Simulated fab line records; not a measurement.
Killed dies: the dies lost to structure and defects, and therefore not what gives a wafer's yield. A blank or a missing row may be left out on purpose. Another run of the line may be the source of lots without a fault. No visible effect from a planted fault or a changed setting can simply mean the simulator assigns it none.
Chamber matching | flow n5_finfet | N5_BEOL_M0_SAQP_MANDREL1_REMOVE_100 on rie_si-06 has 4 sister chambers
The step chemistry HBr/Cl2/O2, target a-Si, stops on SiNx, bt time 10 s. 20 wafers are shown with their chamber, then 10 later ones without.

== WAFERS, EACH WITH ITS CHAMBER ==
wafer  | chamber | throttle_valve_pct (%) | drypump_motor_current_A (A) | oes_product_au (a.u.)
L075.3 | 2       | 36.8                   | 5.4                         | 0.979
L075.4 | 3       | 36.7                   | 5.1                         | 0.998
L075.6 | 2       | 36.8                   | 5.4                         | 0.976
L076.1 | 1       | 36.6                   | 5.4                         | 0.979
L076.5 | 3       | 36.7                   | 5.0                         | 1.019
L076.6 | 0       | 35.8                   | 5.7                         | 1.014
L080.1 | 0       | 35.8                   | 5.8                         | 1.005
L080.3 | 3       | 36.7                   | 5.1                         | 1.011
L080.4 | 2       | 36.8                   | 5.5                         | 0.975
L081.1 | 1       | 36.6                   | 5.5                         | 0.974
L081.2 | 2       | 36.8                   | 5.5                         | 0.985
L081.3 | 3       | 36.7                   | 5.0                         | 1.007
L081.4 | 0       | 35.8                   | 5.8                         | 1.001
L081.5 | 1       | 36.6                   | 5.5                         | 0.971
L081.6 | 2       | 36.7                   | 5.5                         | 0.963
L082.1 | 3       | 36.7                   | 5.1                         | 1.015
L082.2 | 0       | 35.8                   | 5.8                         | 0.993
L082.3 | 1       | 36.6                   | 5.4                         | 0.969
L082.4 | 2       | 36.8                   | 5.4                         | 0.972
L082.5 | 3       | 36.7                   | 5.1                         | 1.011

SIGNATURES (means of the wafers above)
reading                 | chamber 0 | chamber 1 | chamber 2 | chamber 3 | scatter within a chamber
throttle_valve_pct      | 35.800    | 36.600    | 36.783    | 36.700    | 0.0228
drypump_motor_current_A | 5.775     | 5.450     | 5.450     | 5.067     | 0.0535
oes_product_au          | 1.00325   | 0.97325   | 0.97500   | 1.01017   | 0.00714
Rule: a wafer's distance from a chamber is the root of the sum, over the readings, of the square of ((its reading less the chamber's mean) divided by the reading's scatter). If the next closest chamber is less than 2 further off than the closest, the wafer can't be placed; otherwise it belongs to the closest. How the scatter is found: for the shown wafers, subtract from each reading the mean of its chamber, square and add these, divide the total by (wafers less chambers), then take the root.

== WAFERS WITHOUT THEIR CHAMBER ==
wafer  | throttle_valve_pct (%) | drypump_motor_current_A (A) | oes_product_au (a.u.)
L082.6 | 36.8                   | 5.5                         | 0.972
L096.3 | 36.7                   | 5.0                         | 1.000
L096.5 | 36.7                   | 5.0                         | 0.995
L096.6 | 36.8                   | 5.4                         | 0.977
L097.1 | 36.7                   | 5.0                         | 0.997
L097.2 | 35.8                   | 5.8                         | 0.988
L097.3 | 36.6                   | 5.4                         | 0.963
L097.4 | 36.8                   | 5.4                         | 0.977
L097.5 | 36.6                   | 5.4                         | 0.970
L097.6 | 35.8                   | 5.8                         | 0.989

== CHAMBER TAKEN BY EACH ==
wafer  | from the rows above | in truth
L082.6 | 2                   | 2
L096.3 | 3                   | 3
L096.5 | 3                   | 3
L096.6 | 2                   | 2
L097.1 | 3                   | 3
L097.2 | 0                   | 0
L097.3 | 1                   | 1
L097.4 | 2                   | 2
L097.5 | 1                   | 1
L097.6 | 0                   | 0
Correct placement for 10 of the 10. Can't be placed from these rows: 0. Number placed wrongly: 0.
